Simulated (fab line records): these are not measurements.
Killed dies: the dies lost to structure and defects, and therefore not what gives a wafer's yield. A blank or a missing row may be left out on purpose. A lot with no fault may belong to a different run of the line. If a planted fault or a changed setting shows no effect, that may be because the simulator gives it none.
Chamber matching ; flow nand_harc ; rie_diel-06 running NHARC_A_STAIRCASE_ETCH_292: 4 sister chambers
The step etches the open film in CF4/CHF3. 18 wafers are shown with their chamber, then 9 later ones without.

WAFERS PAIRED WITH THEIR CHAMBERS
wafer;chamber;drypump_motor_current_A (A);showerhead_plenum_p_Torr (Torr);rf_vpp_V (V)
L075.1;3;4.8;1.48;366.0
L075.2;1;5.4;1.69;374.9
L075.5;2;5.5;1.53;369.2
L077.2;1;5.4;1.69;373.9
L077.3;2;5.6;1.53;369.5
L077.6;1;5.4;1.69;375.9
L081.2;2;5.5;1.52;369.2
L081.3;0;6.0;1.52;368.7
L081.4;1;5.4;1.69;374.6
L082.3;2;5.5;1.52;368.7
L082.5;1;5.4;1.69;374.3
L082.6;2;5.5;1.52;369.3
L083.1;2;5.5;1.52;367.5
L083.2;1;5.4;1.69;373.6
L083.4;0;6.0;1.52;368.3
L088.3;1;5.4;1.68;374.1
L088.4;2;5.5;1.52;368.7
L088.6;3;4.8;1.47;368.0

SIGNATURES (means of the wafers above)
reading;chamber 0;chamber 1;chamber 2;chamber 3;scatter within a chamber
drypump_motor_current_A;6.000;5.400;5.514;4.800;0.0247
showerhead_plenum_p_Torr;1.5200;1.6886;1.5229;1.4750;0.00446
rf_vpp_V;368.500;374.471;368.871;367.000;0.77
Rule: for each reading, subtract the chamber's mean from the wafer's reading, divide by that reading's scatter and square the result; add these up over the readings and take the root, which gives the wafer's distance from the chamber. If the next closest chamber is less than 2 further off than the closest, the wafer can't be placed; otherwise it belongs to the closest. The scatter: take each reading less its chamber's mean, square it, sum over the shown wafers, divide by the number of wafers less the number of chambers, and take the root.

WAFERS WITH NO CHAMBER GIVEN
wafer;drypump_motor_current_A (A);showerhead_plenum_p_Torr (Torr);rf_vpp_V (V)
L093.2;5.4;1.68;373.3
L093.4;5.6;1.51;369.3
L093.6;6.0;1.51;368.2
L097.1;4.8;1.47;367.2
L097.2;5.4;1.68;372.6
L097.3;5.6;1.51;368.6
L096.3;5.4;1.68;374.6
L096.5;4.8;1.47;366.1
L096.6;6.0;1.51;369.0

WHICH CHAMBER EACH WENT THROUGH
wafer;from the rows above;in truth
L093.2;1;1
L093.4;2;2
L093.6;0;0
L097.1;3;3
L097.2;1;1
L097.3;2;2
L096.3;1;1
L096.5;3;3
L096.6;0;0
9 of 9 placed correctly. From these rows, 0 cannot be placed. Placed wrongly: 0.
